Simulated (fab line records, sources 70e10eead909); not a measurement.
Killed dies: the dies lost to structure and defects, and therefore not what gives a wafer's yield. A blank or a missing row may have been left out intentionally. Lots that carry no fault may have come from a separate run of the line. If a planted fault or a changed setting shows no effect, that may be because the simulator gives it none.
fab line records    flow nand-harc
record lots=5  wafers=15  last-day=24
route steps=1159 shown P_ZERO_WELL@44 END@1159
lots that met no fault: taken from a fault-free run of the same line
start-h: hours from the record's opening day to when the first of the lot's shown wafers began    wait-h: how many hours have passed since the lot's step before this one    " the same as in the row above    L1.1+2: a row that stands for several wafers    - no value, or no start given    * or withheld: withheld    < > ~ a bound
route shown NAME@n: names a module that has steps shown in the file, with the first one's number in the route    usual: mean/standard deviation taken from wafers without a fault    same: alike in all rows    chamber/n: place in a boat    sites: per-site readings    _std_site: standard deviation of those values    _edge_site: mean of outer sites minus mean of inner sites    radius-mm: how far each site lies from the wafer's centre    mask NAME#n: copy n    behind: tool/chamber where the wafer was last shaped    hold: what put the lot on hold/how long, in hours/how the hold closed    device: which transistor (n, p or np) failed to switch    end of line: tests run on the same wafers once the route is complete    step lacking rows: just its recipe    killed: dies lost to structure and defects at the first sort, not the wafer's yield    map: dies across one wafer; x = killed, . = not, _ = none there
set.NAME: the setting as run; set.NAME@STEP: as run at that earlier step    model.NAME: the simulator's own value behind a step, which no gauge read
a table for each step, a row for each wafer; lots at some steps of the route
services: from which hour (start-h, from the record's first day; less than 0 if before it) a tool's chamber was out of use, for how many hours, and why
## steps
# step NHARC_P_ZERO_WELL_CD_MEAS_37
# recipe target-cd-nm=720  landing-energy-ev=500
# usual cd-nm=720.1/1.6
lot.wafer  tool       chamber  start-h  wait-h  cd-nm
L419.3     cd-sem-03  0        46.16    -       722.1
L419.4     "          0        "        "       720.5
L419.5     "          0        "        "       719.5
L421.3     cd-sem-03  0        58.10    -       721.2
L421.5     "          0        "        "       718.9
L421.6     "          0        "        "       721.9
L434.3     cd-sem-03  0        136.24   -       719.8
L434.5     "          0        "        "       720.3
L434.6     "          0        "        "       720.9
L435.1     cd-sem-02  0        142.24   -       717.5
L435.2     "          0        "        "       719.2
L435.5     "          0        "        "       716.7
L436.3     cd-sem-03  0        148.22   -       720.3
L436.4     "          0        "        "       719.9
L436.5     "          0        "        "       719.6
# step NHARC_P_ZERO_WELL_HARDBAKE_38
# recipe temp-c=125  time-s=80
# step NHARC_P_ZERO_WELL_DESCUM_39
# recipe time-s=3  o2-flow-sccm=200  ar-flow-sccm=0  bias-power-w=0  chemistry=O2
# usual drypump-motor-current-A=5.7/0.53  o2-flow-sccm=200.0/0.58  oes-product-au=1.000/0.01  rf-vpp-V=57.9/0.87  showerhead-plenum-p-Torr=1.93/0.07  throttle-valve-pct=11.312/0.0096
lot.wafer  tool         chamber  start-h  wait-h  drypump-motor-current-A  o2-flow-sccm  oes-product-au  rf-hours-counter-h  rf-vpp-V  showerhead-plenum-p-Torr  throttle-valve-pct
L419.3     rie-diel-01  1        46.35    -       6.4                      201.6         1.002           6                   59.4      1.97                      11.323
L419.5     "            3        "        "       5.2                      200.3         1.003           -                   57.4      1.89                      11.319
L419.4     "            1        "        "       6.5                      200.8         1.002           -                   59.0      1.97                      11.331
L421.3     rie-diel-12  2        58.29    -       5.8                      201.1         1.005           2                   58.2      1.82                      11.293
L421.6     "            3        "        "       6.1                      199.5         0.982           -                   58.3      1.99                      11.326
L421.5     "            0        "        "       5.8                      200.2         1.015           -                   58.3      1.97                      11.312
L434.3     rie-diel-01  1        136.42   -       6.5                      199.9         0.984           12                  58.1      1.97                      11.327
L434.6     "            3        "        "       5.2                      199.9         0.989           -                   58.2      1.88                      11.300
L434.5     "            0        "        "       5.1                      200.0         0.984           -                   56.1      1.87                      11.301
L435.1     rie-diel-12  0        142.41   -       5.8                      200.2         1.004           7                   57.6      1.97                      11.301
L435.2     "            2        "        "       5.8                      199.3         0.991           8                   57.1      1.82                      11.327
L435.5     "            0        "        "       5.9                      200.3         1.012           -                   57.5      1.97                      11.327
L436.3     rie-diel-01  2        148.37   -       5.3                      200.0         1.007           0                   58.5      1.99                      11.315
L436.4     "            3        "        "       5.2                      199.6         1.004           0                   58.2      1.88                      11.297
L436.5     "            2        "        "       5.3                      201.0         1.006           -                   57.7      1.99                      11.307
# step NHARC_P_ZERO_WELL_IMPLANT_40
# recipe energy-kev=300  dose-cm2=1e+13  tilt-deg=7
# step NHARC_P_ZERO_WELL_IMPLANT_59
# recipe energy-kev=120  dose-cm2=5e+12  tilt-deg=7
# step NHARC_P_ZERO_WELL_IMPLANT_60
# recipe energy-kev=30  dose-cm2=2e+12  tilt-deg=7
# step NHARC_P_ZERO_WELL_STRIP_41
# recipe time-s=840  temp-c=130  chemistry=SPM
# step NHARC_P_ZERO_WELL_DEHYDRATE_44
# recipe temp-c=150  time-s=120
# step NHARC_P_ZERO_WELL_HMDS_45
# recipe time-s=30
# step NHARC_P_ZERO_WELL_COAT_46
# recipe spin-rpm=withheld
# step NHARC_P_ZERO_WELL_SOFTBAKE_47
# recipe temp-c=122  time-s=95
# step NHARC_P_ZERO_WELL_EBR_48
# step NHARC_P_ZERO_WELL_EXPOSE_49
# recipe na=0.6  target-cd-nm=2000  dose-mj=22.64  mask-id=P_HVPW
lot.wafer   tool            chamber  start-h  wait-h  mask
L419.3+4+5  krf-scanner-03  0        47.68    -       P_HVPW_R1#0
L421.3+5+6  krf-scanner-02  0        59.59    -       P_HVPW#0
L434.3+5+6  krf-scanner-02  0        137.73   -       P_HVPW#0
L435.1+2+5  krf-scanner-01  0        143.73   -       P_HVPW#0
L436.3+4+5  krf-scanner-03  0        149.70   -       P_HVPW#0
# step NHARC_P_ZERO_WELL_PEB_50
# recipe peb-temp-c=118  peb-time-s=85
# step NHARC_P_ZERO_WELL_DEVELOP_51
# recipe time-s=70
# step NHARC_P_ZERO_WELL_CD_MEAS_52
# recipe target-cd-nm=2000  landing-energy-ev=500
# usual cd-nm=2000.0/1.8
lot.wafer  tool       chamber  start-h  wait-h  cd-nm
L419.3     cd-sem-03  0        47.83    -       1711.6
L419.4     "          0        "        "       1713.1
L419.5     "          0        "        "       1711.7
L421.3     cd-sem-01  0        59.74    -       1999.4
L421.5     "          0        "        "       2001.5
L421.6     "          0        "        "       1997.6
L434.3     cd-sem-01  0        137.88   -       1999.6
L434.5     "          0        "        "       2001.2
L434.6     "          0        "        "       1996.9
L435.1     cd-sem-02  0        143.89   -       1996.8
L435.2     "          0        "        "       2000.0
L435.5     "          0        "        "       1999.1
L436.3     cd-sem-03  0        149.85   -       2002.1
L436.4     "          0        "        "       2003.3
L436.5     "          0        "        "       2001.1
# step NHARC_P_ZERO_WELL_HARDBAKE_53
# recipe temp-c=125  time-s=80
# step NHARC_P_ZERO_WELL_DESCUM_54
# recipe time-s=3  o2-flow-sccm=200  ar-flow-sccm=0  bias-power-w=0  chemistry=O2
# usual drypump-motor-current-A=5.7/0.52  o2-flow-sccm=200.0/0.59  oes-product-au=0.999/0.01  rf-vpp-V=57.8/0.85  showerhead-plenum-p-Torr=1.94/0.073  throttle-valve-pct=11.311/0.011
lot.wafer  tool         chamber  start-h  wait-h  drypump-motor-current-A  o2-flow-sccm  oes-product-au  rf-hours-counter-h  rf-vpp-V  showerhead-plenum-p-Torr  throttle-valve-pct  model.P_ZERO_WELL.cd-nm
L419.3     rie-diel-01  1        47.99    -       6.5                      199.6         1.004           5.5                 59.4      1.97                      11.312              1712
L419.5     "            1        "        "       6.5                      199.5         0.994           -                   58.3      1.97                      11.324              1713
L419.4     "            3        "        "       5.2                      199.7         0.983           -                   57.5      1.89                      11.303              1713
L421.3     rie-diel-12  0        59.93    -       5.9                      201.1         1.009           2.0                 57.2      1.97                      11.305              1998
L421.6     "            2        "        "       5.8                      200.5         0.988           -                   57.9      1.82                      11.326              1998
L421.5     "            3        "        "       6.1                      200.4         0.980           -                   57.8      1.99                      11.324              2001
L434.3     rie-diel-12  3        138.08   -       6.1                      199.1         0.981           6.9                 57.8      1.99                      11.317              1999
L434.6     "            0        "        "       5.9                      199.4         1.011           -                   57.0      1.97                      11.308              1997
L434.5     "            1        "        "       6.5                      199.6         1.008           -                   58.4      1.91                      11.318              2001
L435.2     rie-diel-11  3        144.18   -       5.3                      199.6         1.001           7.1                 58.5      2.02                      11.322              2000
L435.1     "            0        "        "       5.6                      199.9         1.007           7.5                 59.1      2.04                      11.319              1997
L435.5     "            3        "        "       5.3                      200.1         0.996           -                   56.9      2.02                      11.290              2000
L436.3     rie-diel-11  2        150.01   -       4.7                      200.2         0.990           7.6                 57.9      1.83                      11.312              2002
L436.4     "            0        "        "       5.6                      200.2         1.012           7.8                 57.7      2.04                      11.311              2004
L436.5     "            2        "        "       4.7                      200.0         0.998           -                   57.6      1.83                      11.304              718.2
# step NHARC_P_ZERO_WELL_IMPLANT_55
# recipe energy-kev=180  dose-cm2=8e+11  tilt-deg=7
# step NHARC_END_SORT_01
# recipe temp-c=25
# usual killed-at-array=28/10  killed-at-other=0.5/0.82  killed-at-periphery=3.4/2.2  killed-dies=31/10  killed-open=3.4/1.9  killed-short=1.9/1.3
# same gross-dies=677
lot.wafer  tool       chamber  start-h  wait-h  killed-at-array  killed-at-other  killed-at-periphery  killed-dies  killed-open  killed-short
L419.3     prober-01  0        482.10   3.1     22               0                112                  134          6            2
L419.4     prober-01  0        482.88   3.3     20               0                108                  128          2            1
L419.5     prober-01  0        483.65   3.6     19               0                103                  122          4            3
L435.1     prober-02  0        573.13   2.5     47               0                2                    49           3            0
L435.2     prober-02  0        573.94   2.8     39               2                2                    43           2            3
L435.5     prober-02  0        576.35   3.7     39               1                1                    41           3            2
# killed by level:class
L419.3 P_ZERO_WELL:area-expose=106 A_SLIT:chamber-film-flake=7 A_CONTACT:chamber-film-flake=5 P_CONTACT:geometric-particle:open=3 A_CHANNEL_HOLE_D1:chamber-film-flake=3 A_M1:chamber-film-flake=2 P_GATE:geometric-particle:short=1 A_ONON_D1:geometric-particle:open=1
L419.4 P_ZERO_WELL:area-expose=106 A_SLIT:chamber-film-flake=9 A_CONTACT:chamber-film-flake=4 A_CHANNEL_HOLE_D1:chamber-film-flake=2 A_STAIRCASE:chamber-film-flake=2 P_CONTACT:geometric-particle:open=1 A_M0:geometric-particle:short=1 A_M0:geometric-particle:open=1
L419.5 P_ZERO_WELL:area-expose=101 A_SLIT:chamber-film-flake=6 A_CONTACT:chamber-film-flake=6 A_CONTACT:geometric-particle:open=2 P_CONTACT:geometric-particle:open=1 P_BONDPAD:geometric-particle:short=1 A_ONON_D1:geometric-particle:open=1 A_ONON_D1:geometric-particle:short=1
L435.1 A_CHANNEL_HOLE_D1:chamber-film-flake=24 A_SLIT:chamber-film-flake=16 A_STAIRCASE:chamber-film-flake=3 A_CONTACT:chamber-film-flake=3 P_CONTACT:geometric-particle:open=2 A_CONTACT:geometric-particle:open=1
L435.2 A_CHANNEL_HOLE_D1:chamber-film-flake=23 A_SLIT:chamber-film-flake=9 A_CONTACT:chamber-film-flake=4 P_GATE:geometric-particle:short=1 P_GATE:geometric-particle:open=1 A_CHANNEL_FILL_D1:geometric-particle:short=1 A_M0:geometric-particle:open=1 STARTING-WAFER:geometric-particle:short=1
L435.5 A_CHANNEL_HOLE_D1:chamber-film-flake=16 A_SLIT:chamber-film-flake=12 A_CONTACT:chamber-film-flake=5 A_STAIRCASE:chamber-film-flake=2 P_CONTACT:geometric-particle:open=1 A_ONON_D1:geometric-particle:short=1 A_WL_FILL:geometric-particle:short=1 A_CONTACT:geometric-particle:open=1
# map L419.3 (x killed, . not)
____________x____________
_________xx...xx_________
_______.....xx..xx_______
______.x......x.xxx______
_____.x..xx...xxxxx._____
____x.x.....x....xx.x____
____x...x..........xx____
___x.........x....x.xx___
___..x.............x..___
__x....................__
__...x...............x.__
_x.............x........_
_xxx..x................x_
_x.x..................x._
_.....................x._
_..x...................x_
x.x...........x.....x.xxx
.x......................x
........................x
x.....................xxx
......................x.x
_..x....x.........x.x.xx_
_xx................xx.x._
_x.x................x..x_
_x.x...................._
_x...xx..x............x._
__.x...x..............x__
__..x.............xx...__
___...................___
___x...x..........xx..___
____x.x..x.....x..x..____
____.xxx.x....x..x.xx____
_____xxxx.......xx.x_____
______..x...x......______
_______.....x.x.xx_______
_________xx.xxx._________
____________.____________
# map L436.3 (x killed, . not)
____________.____________
_________......._________
_______..........._______
______x.......x....______
_____..............._____
____.................____
____......x..x.......____
___...................___
___...................___
__.....................__
__.....................__
_..................x...._
_........x.............._
_......................._
_..................x...._
_..............x.....x.._
...........x.............
.........................
..x......................
...x....x.........xx.....
..................x......
_..............x.xx....._
_.......x.......x.xxxx.._
_................xx.x..._
_............x.xxxx.x..._
_................x.xx..._
__...............x.x...__
__.....................__
___...................___
___...............x.x.___
____.................____
____......x..........____
_____..............._____
______.x...........______
_______..........._______
_________......._________
____________.____________
## services
tool            chamber  start-h  hours  kind
rie-diel-12     -        25.46    9.0    pm
rie-diel-12     0        25.46    9.0    vent-cycle
rie-diel-12     1        25.46    9.0    vent-cycle
rie-diel-12     2        25.46    9.0    vent-cycle
rie-diel-12     3        25.46    9.0    vent-cycle
rie-diel-01     0        32.58    20.7   repair
rie-diel-12     0        34.46    -      clean
rie-diel-12     1        34.46    -      clean
rie-diel-12     2        34.46    -      clean
rie-diel-12     3        34.46    -      clean
krf-scanner-02  -        38.00    4.0    pm
rie-diel-01     1        43.65    -      clean
rie-diel-01     2        43.65    -      clean
rie-diel-01     3        43.65    -      clean
rie-diel-12     0        58.96    -      clean
krf-scanner-01  -        84.00    4.0    pm
krf-scanner-03  -        100.43   0.6    repair
rie-diel-11     1        101.91   4.0    repair
krf-scanner-02  -        110.35   0.3    repair
krf-scanner-03  -        112.74   1.6    repair
rie-diel-11     1        123.24   2.7    repair
rie-diel-12     1        130.40   6.2    repair
rie-diel-01     -        137.92   9.0    pm
rie-diel-12     1        145.08   24.0   repair
## key
first-sign step=NHARC_P_ZERO_WELL_EXPOSE_49  reading=mask  direction=changed
effect step=NHARC_P_ZERO_WELL_CD_MEAS_52  reading=cd-nm  direction=down  sigmas=99+  usual=2000.0  struck=1712.1
effect step=NHARC_END_SORT_01  reading=killed-at-periphery  direction=up  sigmas=47  usual=3.4  struck=107.7
model-effect step=NHARC_P_ZERO_WELL_DESCUM_54  value=P_ZERO_WELL.cd-nm  without=2002  struck=1713
more-kills-born-at NHARC_P_ZERO_WELL_EXPOSE_49@krf-scanner-03=313
met-at NHARC_P_ZERO_WELL_EXPOSE_49
struck-wafers L419.3,L419.4,L419.5
tester-left-out L419
fault kind=wrong-mask  tool=any  chamber=-  onset-h=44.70  steps=NHARC_P_ZERO_WELL_EXPOSE_49  aux-copy=P_HVPW_R1#0  cd-offset-nm=-288.95  scope=struck-lots-only
# tester-left-out: of these lots the tester's yield and bins aren't shown, on N5 and GAA mostly nor the transistor test; their killed dies are dies lost to structure and defects alone, not to doping, threshold or leakage, so they don't give the yield
